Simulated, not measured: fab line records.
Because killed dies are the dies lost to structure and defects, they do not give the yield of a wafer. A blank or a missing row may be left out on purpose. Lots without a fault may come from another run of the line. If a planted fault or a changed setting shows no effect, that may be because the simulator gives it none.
fab line records + flow n5Finfet + part 2 of 2: steps 27 to 34 of 34
record
- lots=5
- wafers=15
- lastDay=17
route steps=1938 shown SD_EPI_N@276 SD_EPI_P@295
lots untouched by any fault: they come from a run of this same line in which no faults occurred
startH: the number of hours between the record's first day and the start of the first shown wafer of the lot + waitH: how many hours have passed since the lot's step before this one + " same as the row above + L1.1+2: a row that stands for several wafers + - no value, or no start was given + * or withheld: withheld + < > ~ a bound
route shown NAME@n: a module of which the file shows steps, and the number in the route of the first + usual: mean and standard deviation over wafers with no fault + same: alike in all rows + chamber/n: place in a boat + sites: each site's reading + _std_site: standard deviation across them + _edge_site: the outer-site mean with the inner-site mean subtracted + radiusMm: how far each site lies from the wafer's centre + mask NAME#n: copy n + behind: the most recent tool/chamber to have shaped the wafer + hold: reason for holding the lot/hours on hold/outcome of the hold + device: transistor that didn't switch, given as n, p or np + end of line: the tests these same wafers got at the end of their route + a step with no rows: only its recipe + killed: dies that structure and defects cost at the first sort, which is not the same as the wafer's yield + map: a wafer's dies, marking killed ones x, the rest . and places with no die _
set.NAME: setting as actually run; set.NAME@STEP: the setting as run at that earlier step + model.NAME: the simulator's own value behind a step, which no gauge read
certain route steps with their lots: each step a table, each wafer a row
services: the hour from which a tool's chamber was out of use, counted from the record's first day as startH (under 0 if before that day), plus the number of hours and why
## steps
# step N5_SD_EPI_P_DEVELOP_08
# recipe
- developTimeS=30
- developer=TMAH
- resist=CAR-ArF-block
- devTempC=23
- rinseLiquid=diw
- dry=airSpin
| lot.wafer  | tool          | chamber | startH | waitH |
|------------|---------------|---------|--------|-------|
| L079.2+3+6 | lithoTrack-04 | 0       | -      | -     |
| L082.2+3+6 | lithoTrack-01 | 0       | -      | -     |
| L087.2+4+6 | lithoTrack-01 | 0       | -      | -     |
| L095.1+4+5 | lithoTrack-01 | 0       | -      | -     |
| L097.1+4+6 | lithoTrack-01 | 0       | -      | -     |
# step N5_SD_EPI_P_CD_MEAS_09
# recipe
- targetCdNm=240
- landingEnergyEv=500
- detector=seInlens
# usual
- cdNm=240.0/0.78
| lot.wafer | tool     | chamber | startH | waitH | cdNm  |
|-----------|----------|---------|--------|-------|-------|
| L079.2    | cdSem-01 | 0       | 84.88  | -     | 239.5 |
| L079.3    | "        | 0       | "      | "     | 240.6 |
| L079.6    | "        | 0       | "      | "     | 240.4 |
| L082.2    | cdSem-02 | 0       | 103.89 | -     | 240.9 |
| L082.3    | "        | 0       | "      | "     | 241.8 |
| L082.6    | "        | 0       | "      | "     | 240.9 |
| L087.2    | cdSem-03 | 0       | 136.49 | -     | 239.8 |
| L087.4    | "        | 0       | "      | "     | 240.1 |
| L087.6    | "        | 0       | "      | "     | 240.2 |
| L095.1    | cdSem-01 | 0       | 182.35 | -     | 240.9 |
| L095.4    | "        | 0       | "      | "     | 241.4 |
| L095.5    | "        | 0       | "      | "     | 241.2 |
| L097.1    | cdSem-02 | 0       | 196.63 | -     | 240.6 |
| L097.4    | "        | 0       | "      | "     | 240.2 |
| L097.6    | "        | 0       | "      | "     | 240.4 |
# step N5_SD_EPI_P_OVL_MEAS_10
# recipe
- pointsPerWafer=44
# usual
- SD_P_BLK_OVL=-0.3/0.77
| lot.wafer | tool       | chamber | startH | waitH | SD_P_BLK_OVL[nm] |
|-----------|------------|---------|--------|-------|------------------|
| L079.2    | overlay-02 | 0       | 84.91  | 0.0   | -0.3             |
| L079.3    | "          | 0       | "      | "     | 1.5              |
| L079.6    | "          | 0       | "      | "     | 0.4              |
| L082.2    | overlay-02 | 0       | 103.92 | 0.0   | -1.0             |
| L082.3    | "          | 0       | "      | "     | -0.3             |
| L082.6    | "          | 0       | "      | "     | -1.5             |
| L087.2    | overlay-02 | 0       | 136.52 | 0.0   | 0.4              |
| L087.4    | "          | 0       | "      | "     | 1.1              |
| L087.6    | "          | 0       | "      | "     | 0.7              |
| L095.1    | overlay-01 | 0       | 182.38 | 0.0   | -1.1             |
| L095.4    | "          | 0       | "      | "     | -1.1             |
| L095.5    | "          | 0       | "      | "     | 0.3              |
| L097.1    | overlay-02 | 0       | 196.67 | 0.0   | 0.3              |
| L097.4    | "          | 0       | "      | "     | -0.5             |
| L097.6    | "          | 0       | "      | "     | -0.3             |
# step N5_SD_EPI_P_INSPECT_11
# recipe
- mode=adi
- inspectInstrument=macro
# usual
- rawDefectCount=2.2/1.5
| lot.wafer | tool             | chamber | startH | waitH | rawDefectCount |
|-----------|------------------|---------|--------|-------|----------------|
| L079.2    | defectInspect-01 | -       | 84.93  | 0.0   | 2              |
| L079.3    | "                | -       | "      | "     | 2              |
| L079.6    | "                | -       | "      | "     | 4              |
| L082.2    | defectInspect-01 | -       | 103.95 | 0.0   | 1              |
| L082.3    | "                | -       | "      | "     | 2              |
| L082.6    | "                | -       | "      | "     | 3              |
| L087.2    | defectInspect-01 | -       | 136.54 | 0.0   | 2              |
| L087.4    | "                | -       | "      | "     | 2              |
| L087.6    | "                | -       | "      | "     | 3              |
| L095.1    | defectInspect-02 | -       | 182.40 | 0.0   | 3              |
| L095.4    | "                | -       | "      | "     | 3              |
| L095.5    | "                | -       | "      | "     | 0              |
| L097.1    | defectInspect-02 | -       | 196.69 | 0.0   | 4              |
| L097.4    | "                | -       | "      | "     | 0              |
| L097.6    | "                | -       | "      | "     | 1              |
# step N5_SD_EPI_P_DESCUM_14
# recipe
- chemistry=O2
- timeS=7.9
- sourcePowerW=50
- biasPowerW=20
- pressureMtorr=20
- rfFrequencyHz=2.712e+07
- tempC=40
- resist=CAR-ArF-block
- o2FlowSccm=225
# usual
- drypumpMotorCurrentA=5.6/0.34
- oesProductAu=0.80/0.081
- rfVppV=243.3/1.2
- showerheadPlenumPTorr=2.11/0.053
- throttleValvePct=20.42/0.27
| lot.wafer | tool       | chamber | startH | waitH | drypumpMotorCurrentA | oesProductAu | rfHoursCounterH | rfVppV | showerheadPlenumPTorr | throttleValvePct |
|-----------|------------|---------|--------|-------|----------------------|--------------|-----------------|--------|-----------------------|------------------|
| L079.2    | rieDiel-06 | 0       | 84.99  | 0.1   | 5.1                  | 0.71         | 198             | 244.3  | 2.15                  | 20.27            |
| L079.3    | "          | 2       | "      | "     | 6.0                  | 0.90         | 27              | 242.9  | 2.06                  | 20.46            |
| L079.6    | "          | 2       | "      | "     | 6.0                  | 0.90         | -               | 243.1  | 2.06                  | 20.45            |
| L082.2    | rieDiel-02 | 1       | 104.00 | 0.1   | 6.1                  | 0.94         | 18              | 244.7  | 2.16                  | 20.87            |
| L082.3    | "          | 0       | "      | "     | 5.5                  | 0.68         | 244             | 243.5  | 2.15                  | 20.95            |
| L082.6    | "          | 3       | "      | "     | 5.2                  | 0.84         | -               | 245.1  | 2.12                  | 20.04            |
| L087.2    | rieDiel-06 | 3       | 136.58 | 0.0   | 5.5                  | 0.77         | 168             | 241.7  | 2.02                  | 20.84            |
| L087.4    | "          | 3       | "      | "     | 5.5                  | 0.76         | -               | 241.9  | 2.02                  | 20.82            |
| L087.6    | "          | 3       | "      | "     | 5.5                  | 0.76         | -               | 242.0  | 2.02                  | 20.84            |
| L095.1    | rieDiel-04 | 0       | 182.44 | 0.0   | 5.9                  | 0.70         | 216             | 242.0  | 2.05                  | 20.17            |
| L095.4    | "          | 1       | "      | "     | 5.8                  | 0.82         | 91              | 242.7  | 2.04                  | 20.35            |
| L095.5    | "          | 1       | "      | "     | 5.8                  | 0.82         | -               | 241.5  | 2.04                  | 20.36            |
| L097.1    | rieDiel-04 | 0       | 196.73 | 0.0   | 6.0                  | 0.70         | 220             | 242.4  | 2.05                  | 20.18            |
| L097.4    | "          | 2       | "      | "     | 6.1                  | 0.73         | 166             | 244.2  | 2.18                  | 20.32            |
| L097.6    | "          | 3       | "      | "     | 5.4                  | 0.75         | -               | 243.8  | 2.15                  | 20.27            |
# step N5_SD_EPI_P_ETCH_36
# recipe
- chemistry=CF4
- target=SiARC
- targetDepthA=455
- maskMaterial=CAR-ArF-block
- timeS=75.8
- ionEnergyEv=80
- pressureMtorr=40
- sourceW=545
- biasW=36
- Ar_flow_sccm=100
- cf4FlowSccm=100
- ends=cleared
# usual
- drypumpMotorCurrentA=5.6/0.34
- etchRfOnTimeS=76.5/1.6
- oesProductAu=0.68/0.068
- rfVppV=184.2/0.99
- showerheadPlenumPTorr=2.15/0.055
- throttleValvePct=15.55/0.19
| lot.wafer | tool       | chamber | startH | waitH | drypumpMotorCurrentA | etchRfOnTimeS | oesProductAu | rfHoursCounterH | rfVppV | showerheadPlenumPTorr | throttleValvePct |
|-----------|------------|---------|--------|-------|----------------------|---------------|--------------|-----------------|--------|-----------------------|------------------|
| L079.2    | rieDiel-06 | 0       | 85.02  | 0.0   | 5.1                  | 75.1          | 0.61         | 198             | 184.3  | 2.21                  | 15.54            |
| L079.3    | "          | 2       | "      | "     | 6.0                  | 75.8          | 0.76         | 27              | 183.8  | 2.10                  | 15.53            |
| L079.6    | "          | 2       | "      | "     | 6.0                  | 75.8          | 0.76         | -               | 183.7  | 2.10                  | 15.54            |
| L082.2    | rieDiel-02 | 1       | 104.04 | 0.0   | 6.1                  | 76.0          | 0.80         | 18              | 184.1  | 2.18                  | 15.70            |
| L082.3    | "          | 0       | "      | "     | 5.5                  | 77.5          | 0.58         | 244             | 183.3  | 2.18                  | 16.06            |
| L082.6    | "          | 3       | "      | "     | 5.2                  | 74.2          | 0.73         | -               | 184.2  | 2.17                  | 15.21            |
| L087.2    | rieDiel-06 | 3       | 136.63 | 0.0   | 5.5                  | 75.9          | 0.63         | 168             | 183.5  | 2.05                  | 15.83            |
| L087.4    | "          | 3       | "      | "     | 5.5                  | 75.6          | 0.64         | -               | 182.9  | 2.05                  | 15.84            |
| L087.6    | "          | 3       | "      | "     | 5.5                  | 75.5          | 0.65         | -               | 183.7  | 2.05                  | 15.83            |
| L095.1    | rieDiel-04 | 0       | 182.47 | 0.0   | 6.0                  | 78.8          | 0.60         | 216             | 185.2  | 2.12                  | 15.59            |
| L095.4    | "          | 1       | "      | "     | 5.8                  | 79.3          | 0.69         | 91              | 183.5  | 2.07                  | 15.38            |
| L095.5    | "          | 1       | "      | "     | 5.8                  | 79.5          | 0.69         | -               | 184.3  | 2.07                  | 15.36            |
| L097.1    | rieDiel-04 | 0       | 196.77 | 0.0   | 5.9                  | 79.0          | 0.59         | 220             | 185.3  | 2.12                  | 15.58            |
| L097.4    | "          | 2       | "      | "     | 6.1                  | 77.4          | 0.62         | 166             | 184.1  | 2.22                  | 15.48            |
| L097.6    | "          | 3       | "      | "     | 5.4                  | 79.1          | 0.61         | -               | 185.7  | 2.21                  | 15.60            |
# step N5_SD_EPI_P_ETCH_37
# recipe
- chemistry=N2/H2
- target=SOC
- overetchA=1080
- maskMaterial=SiARC
- tempC=40
- ionEnergyEv=100
- sourceW=3000
- biasW=133
- pressureMtorr=20
- timeS=486
- n2FlowSccm=200
- h2FlowSccm=200
- ends=endPoint
# usual
- drypumpMotorCurrentA=5.7/0.33
- n2FlowSccm=200.0/0.6
- oesProductAu=0.71/0.068
- rfVppV=240.9/1.2
- showerheadPlenumPTorr=2.56/0.069
- throttleValvePct=23.89/0.3
| lot.wafer | tool       | chamber | startH | waitH | drypumpMotorCurrentA | n2FlowSccm | oesProductAu | rfHoursCounterH | rfVppV | showerheadPlenumPTorr | throttleValvePct |
|-----------|------------|---------|--------|-------|----------------------|------------|--------------|-----------------|--------|-----------------------|------------------|
| L079.2    | rieDiel-06 | 0       | 85.08  | 0.0   | 5.1                  | 200.0      | 0.63         | 198             | 241.8  | 2.63                  | 23.50            |
| L079.3    | "          | 2       | "      | "     | 6.0                  | 200.5      | 0.79         | 27              | 239.6  | 2.49                  | 23.70            |
| L079.6    | "          | 2       | "      | "     | 6.0                  | 200.2      | 0.80         | -               | 239.1  | 2.49                  | 23.69            |
| L082.2    | rieDiel-02 | 1       | 104.09 | 0.0   | 6.1                  | 200.4      | 0.84         | 18              | 241.8  | 2.60                  | 24.27            |
| L082.3    | "          | 0       | "      | "     | 5.5                  | 199.7      | 0.62         | 244             | 241.3  | 2.62                  | 24.54            |
| L082.6    | "          | 3       | "      | "     | 5.1                  | 200.9      | 0.76         | -               | 243.0  | 2.60                  | 23.55            |
| L087.2    | rieDiel-06 | 3       | 136.71 | 0.1   | 5.5                  | 199.9      | 0.67         | 168             | 239.1  | 2.44                  | 24.26            |
| L087.4    | "          | 3       | "      | "     | 5.5                  | 199.8      | 0.67         | -               | 240.7  | 2.44                  | 24.26            |
| L087.6    | "          | 3       | "      | "     | 5.6                  | 200.2      | 0.68         | -               | 238.3  | 2.44                  | 24.24            |
| L095.1    | rieDiel-04 | 0       | 182.53 | 0.0   | 5.9                  | 200.8      | 0.64         | 216             | 240.9  | 2.50                  | 23.41            |
| L095.4    | "          | 1       | "      | "     | 5.8                  | 199.6      | 0.74         | 91              | 239.0  | 2.47                  | 23.82            |
| L095.5    | "          | 1       | "      | "     | 5.8                  | 200.3      | 0.73         | -               | 238.6  | 2.47                  | 23.86            |
| L097.1    | rieDiel-04 | 0       | 196.82 | 0.0   | 5.9                  | 199.8      | 0.64         | 220             | 240.8  | 2.50                  | 23.41            |
| L097.4    | "          | 2       | "      | "     | 6.1                  | 199.5      | 0.66         | 166             | 242.8  | 2.63                  | 23.75            |
| L097.6    | "          | 3       | "      | "     | 5.4                  | 199.0      | 0.66         | -               | 241.6  | 2.65                  | 24.05            |
# step N5_SD_EPI_P_STRIP_38
# recipe
- chemistry=N2/H2
- tempC=40
- n2FlowSccm=200
- h2FlowSccm=200
- rfFrequencyHz=6e+07
| lot.wafer  | tool       | chamber | startH | waitH |
|------------|------------|---------|--------|-------|
| L079.2+3+6 | rieDiel-06 | 0,2,2   | 85.39  | 0.2   |
| L082.2+3+6 | rieDiel-02 | 1,0,3   | 104.41 | 0.2   |
| L087.2+4+6 | rieDiel-06 | 3       | 137.19 | 0.3   |
| L095.1+4+5 | rieDiel-04 | 0,1,1   | 182.84 | 0.2   |
| L097.1+4+6 | rieDiel-04 | 0,2,3   | 197.14 | 0.2   |
## services
| tool           | chamber | startH | hours | kind   |
|----------------|---------|--------|-------|--------|
| arfiScanner-01 | -       | 56.52  | 3.9   | pm     |
| rieDiel-06     | 0       | 59.86  | 16.9  | repair |
| plasmaAsher-01 | -       | 61.83  | 2.8   | pm     |
| arfiScanner-02 | -       | 67.68  | 0.8   | pm     |
| arfiScanner-01 | -       | 69.19  | 1.0   | pm     |
| arfiScanner-01 | -       | 96.96  | 6.8   | repair |
| arfiScanner-01 | -       | 103.79 | 1.3   | pm     |
| arfiScanner-01 | -       | 109.00 | 3.1   | pm     |
| arfiScanner-02 | -       | 118.54 | 6.0   | pm     |
| rieSi-06       | 2       | 125.41 | 9.6   | repair |
| arfiScanner-02 | -       | 129.53 | 1.3   | pm     |
| rieDiel-03     | 0       | 131.31 | 33.0  | repair |
| rieDiel-06     | 2       | 136.20 | 3.6   | repair |
| rieSi-06       | -       | 136.52 | 14.6  | pm     |
| rieDiel-03     | 1       | 139.08 | 7.7   | repair |
| rieDiel-02     | 1       | 146.20 | 2.6   | repair |
| arfiScanner-01 | -       | 149.61 | 0.8   | pm     |
| rieSi-06       | -       | 151.12 | 10.0  | pm     |
| arfiScanner-02 | -       | 151.79 | 1.2   | repair |
| rieDiel-04     | 1       | 156.15 | 5.6   | repair |
| rieDiel-02     | 3       | 171.82 | 10.5  | repair |
| wetBench-02    | -       | 182.83 | 1.3   | repair |
| arfiScanner-02 | -       | 184.59 | 1.0   | pm     |
| epiRpcvd-02    | -       | 184.81 | 2.8   | pm     |
